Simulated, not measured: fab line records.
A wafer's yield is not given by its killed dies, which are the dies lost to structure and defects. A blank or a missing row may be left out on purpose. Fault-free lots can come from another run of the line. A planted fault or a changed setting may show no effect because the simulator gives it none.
Comparing a struck lot with a sound one + flow n5-finfet + 16 out of 1938 route steps
Sound: wafers L690.3, L690.4, L690.6. Struck: wafers L697.1, L697.3. The cause is given at the end.
For every step that has rows: the tool of each side, followed by ch and its chambers, followed by its first start. Under that, the readings that differ: sound wafers + struck wafers + difference of the means + sigmas: that difference in standard deviations of wafers without a fault.
alike: same words and numbers on both sides, and readings whose means sit less than 2 such deviations apart. not compared: any withheld reading, any reading some wafer has no value for, any bound like >300 that may hide the same value, and any number with overlapping values for which the record gives no deviation.
The two part at a step that has a row with sigmas, a row that says differs or no value, or rows on one side only. Numbers that have no deviation but don't overlap get no sigmas and don't part them. Lack of a reading on every wafer of one side parts them only where that side has two or more wafers.

first, 6 steps without rows for these wafers: N5_BEOL_M2_COAT_22 (resist thk 30 nm); N5_BEOL_M2_EBR_24; N5_BEOL_M2_SOFTBAKE_23 (time 60 s); N5_BEOL_M2_EXPOSE_25 (exposes mask V1, defocus 5 nm); N5_BEOL_M2_PEB_26 (peb time 60 s); N5_BEOL_M2_DEVELOP_27 (develop time 30 s).
N5_BEOL_M2_CD_MEAS_28: target cd 26.2 nm, target cd y 24.1 nm.
  sound on cd-sem-01 ch 0, day 7 07:24; struck on cd-sem-02 ch 0, day 9 15:44
  alike: cd-nm
N5_BEOL_M2_OVL_MEAS_29:
  sound on overlay-02 ch 0, day 7 07:26; struck on overlay-01 ch 0, day 9 15:46
  alike: V1_OVL
N5_BEOL_M2_INSPECT_30: inspects for defects (brightfield).
  sound on defect-inspect-02 at day 7 07:29; struck on defect-inspect-02 at day 9 15:49
  alike: raw-defect-count
N5_BEOL_M2_DESCUM_33: chemistry O2, time 7 s.
  sound on rie-diel-03 ch 0,1,3, day 7 07:31; struck on rie-diel-02 ch 1,2, day 9 16:02
  alike: drypump-motor-current-A, oes-product-au, rf-vpp-V, showerhead-plenum-p-Torr, throttle-valve-pct
  not compared: rf-hours-counter-h
N5_BEOL_M2_ETCH_77: etches underlayer in N2/H2, target depth 6.5 nm, time 5.2 s.
  sound on rie-diel-03 ch 0,1,3, day 7 07:33; struck on rie-diel-02 ch 1,2, day 9 16:04
| reading      | sound             | struck      | difference | sigmas |
|--------------|-------------------|-------------|------------|--------|
| rf-vpp-V (V) | 527.3 525.8 529.5 | 521.7 521.9 | -5.7       | -2     |
  alike: drypump-motor-current-A, etch-rf-on-time-s, oes-product-au, showerhead-plenum-p-Torr, throttle-valve-pct
  not compared: rf-hours-counter-h
N5_BEOL_M2_ETCH_69: etches SiARC in CF4, target depth 15.6 nm, time 26 s.
  sound on rie-diel-03 ch 0,1,3, day 7 07:34; struck on rie-diel-02 ch 1,2, day 9 16:05
  alike: drypump-motor-current-A, etch-rf-on-time-s, oes-product-au, rf-vpp-V, showerhead-plenum-p-Torr, throttle-valve-pct
  not compared: rf-hours-counter-h
N5_BEOL_M2_ALD_98: deposits SiO2, target thk 2.5 nm, pulse time 1 s, co reactant pulse time 1 s.
  sound on ald-sin-03 ch 1,2, day 7 07:39; struck on ald-sin-04 ch 0,2, day 9 16:10
| reading                                  | sound       | struck  | difference | sigmas |
|------------------------------------------|-------------|---------|------------|--------|
| ald-cycles                               | 17 17 17    | 28 28   | +11        |        |
| model.SiO2_of_BEOL_M2_ALD_98.thk-nm (nm) | 2.6 2.4 2.6 | 4.2 4.2 | +1.7       |        |
  alike: heater-power-w, precursor-pulse-height-rel
N5_BEOL_M2_ETCHBACK_99: etches SiO2 in CHF3, target depth 5 nm, time 10.4 s.
  sound on rie-diel-03 ch 0,2,3, day 7 07:47; struck on rie-diel-03 ch 1,3, day 9 16:46
  alike: drypump-motor-current-A, oes-product-au, rf-vpp-V, showerhead-plenum-p-Torr, throttle-valve-pct
  not compared: rf-hours-counter-h
N5_BEOL_M4_RC_MEAS_101:
  sound on prober-02 ch 0, day 8 19:25; struck on prober-02 ch 0, day 11 04:40
  alike: DIBL_N, DIBL_P, IOFF_N, IOFF_P, ION_N, ION_P, SS_N, SS_P, VT_N, VT_P
following that, these wafers have no rows for 1 step: N5_PASSIVATION_PROBE_49.

## WHERE THEY PART
Within this record, at N5_BEOL_M2_ETCH_77 only. Later steps at which nothing parts them and some readings are alike: N5_BEOL_M2_ETCH_69, N5_BEOL_M2_ALD_98, N5_BEOL_M2_ETCHBACK_99, N5_BEOL_M4_RC_MEAS_101.

WHY: the cause the simulator had injected
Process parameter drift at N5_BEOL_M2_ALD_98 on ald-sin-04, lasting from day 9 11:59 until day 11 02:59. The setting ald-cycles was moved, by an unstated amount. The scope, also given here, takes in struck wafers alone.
